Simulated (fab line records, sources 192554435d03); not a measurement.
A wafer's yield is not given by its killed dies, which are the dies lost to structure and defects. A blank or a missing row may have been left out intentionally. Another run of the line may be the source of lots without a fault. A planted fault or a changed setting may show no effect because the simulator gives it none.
Chamber matching ; flow n5-finfet ; rie-diel-06 running N5_GATE_CUT_STRIP_42: 4 sister chambers
The step strips in O2. 20 wafers are shown with their chamber, then 10 later ones without.

== WAFERS PAIRED WITH THEIR CHAMBERS ==
wafer;chamber;drypump-motor-current-A (A);throttle-valve-pct (%);showerhead-plenum-p-Torr (Torr)
L075.1;3;5.2;16.83;2.17
L075.3;2;6.2;17.03;2.10
L075.4;0;5.6;17.22;2.09
L076.1;0;5.6;17.22;2.09
L076.4;1;5.5;16.29;2.11
L076.6;2;6.2;17.04;2.10
L080.2;1;5.5;16.32;2.11
L080.3;2;6.2;17.06;2.10
L080.4;3;5.3;16.88;2.17
L081.3;3;5.2;16.87;2.17
L081.4;0;5.6;17.22;2.09
L081.5;2;6.2;17.05;2.10
L084.1;3;5.2;16.86;2.16
L084.2;0;5.6;17.26;2.08
L084.3;1;5.5;16.33;2.10
L086.1;3;5.2;16.88;2.16
L086.2;1;5.5;16.33;2.10
L086.4;2;6.2;17.08;2.09
L088.1;0;5.6;17.24;2.08
L088.3;2;6.2;17.08;2.09

SIGNATURES (averages over the wafers above)
reading;chamber 0;chamber 1;chamber 2;chamber 3;scatter within a chamber
drypump-motor-current-A;5.600;5.500;6.200;5.220;0.0224
throttle-valve-pct;17.2320;16.3175;17.0567;16.8640;0.0197
showerhead-plenum-p-Torr;2.0860;2.1050;2.0967;2.1660;0.00544
Rule: for each reading, subtract the chamber's mean from the wafer's reading, divide by that reading's scatter and square the result; add these up over the readings and take the root, which gives the wafer's distance from the chamber. If the next closest chamber is less than 2 further off than the closest, the wafer can't be placed; otherwise it belongs to the closest. The scatter is the square root of a quotient: the sum, over the shown wafers, of each reading's squared deviation from its chamber's mean, divided by wafers minus chambers.

== WAFERS MISSING THEIR CHAMBER ==
wafer;drypump-motor-current-A (A);throttle-valve-pct (%);showerhead-plenum-p-Torr (Torr)
L088.4;5.5;16.33;2.10
L089.1;5.3;16.88;2.16
L089.3;5.5;16.35;2.10
L089.6;5.2;16.89;2.16
L094.1;5.2;16.90;2.16
L094.2;5.5;16.35;2.10
L094.5;5.6;16.76;2.08
L095.2;5.6;16.79;2.08
L095.3;5.2;16.92;2.16
L095.4;5.5;16.35;2.10

== THE CHAMBER EACH PASSED THROUGH ==
wafer;from the rows above;in truth
L088.4;1;1
L089.1;3;3
L089.3;1;1
L089.6;3;3
L094.1;3;3
L094.2;1;1
L094.5;can't be placed: 1 or 3 or 0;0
L095.2;can't be placed: 0 or 3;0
L095.3;3;3
L095.4;1;1
Correct placement for 8 of the 10. Cannot be placed on the basis of these rows: 2; the candidates contain the true chamber in 2. Placed wrongly: 0.
